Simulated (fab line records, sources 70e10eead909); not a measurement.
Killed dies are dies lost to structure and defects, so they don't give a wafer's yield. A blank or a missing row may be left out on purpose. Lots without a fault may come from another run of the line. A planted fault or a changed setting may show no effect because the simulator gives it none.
Chamber matching | flow nand_harc | NHARC_A_M0_CMP_23 on cmp-01: 4 sister chambers
The step polishes, t overpolish 20 s, target thk 113.75 nm. 4 wafers are shown with their chamber, then 9 later ones without.

WAFERS WITH THEIR CHAMBER
wafer  | chamber | motor_current_A (A)
L085.3 | 3       | 11.8
L086.2 | 1       | 12.1
L086.3 | 0       | 12.7
L086.5 | 2       | 11.5

WAFERS WITHOUT THEIR CHAMBER
wafer  | motor_current_A (A)
L091.1 | 11.4
L091.3 | 12.7
L091.4 | 12.3
L095.1 | 11.5
L095.4 | 11.6
L095.5 | 12.4
L097.1 | 11.9
L097.4 | 11.8
L097.5 | 11.4

WHICH CHAMBER EACH WENT THROUGH
wafer  | from the rows above     | in truth
L091.1 | 2                       | 2
L091.3 | 0                       | 0
L091.4 | can't be placed: 1 or 0 | 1
L095.1 | 2                       | 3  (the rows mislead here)
L095.4 | can't be placed: 2 or 3 | 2
L095.5 | can't be placed: 0 or 1 | 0
L097.1 | can't be placed: 3 or 1 | 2
L097.4 | 3                       | 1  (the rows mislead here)
L097.5 | 2                       | 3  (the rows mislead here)
Placed correctly: 2 of 9. Can't be placed from these rows: 4 (the true chamber is among the candidates in 3). Placed wrongly: 3.
How it was worked out, from the rows above alone: a wafer's distance from a chamber is the root of the sum, over the readings, of the square of ((its reading less the chamber's mean) divided by the reading's scatter). The wafer belongs to the nearest chamber; if the next one is less than 2 further off, it can't be placed. A chamber's mean is the mean of its shown wafers. The scatter: with one shown wafer a chamber, the root of the mean of the squares of how far each hidden wafer lies from its nearest shown one.
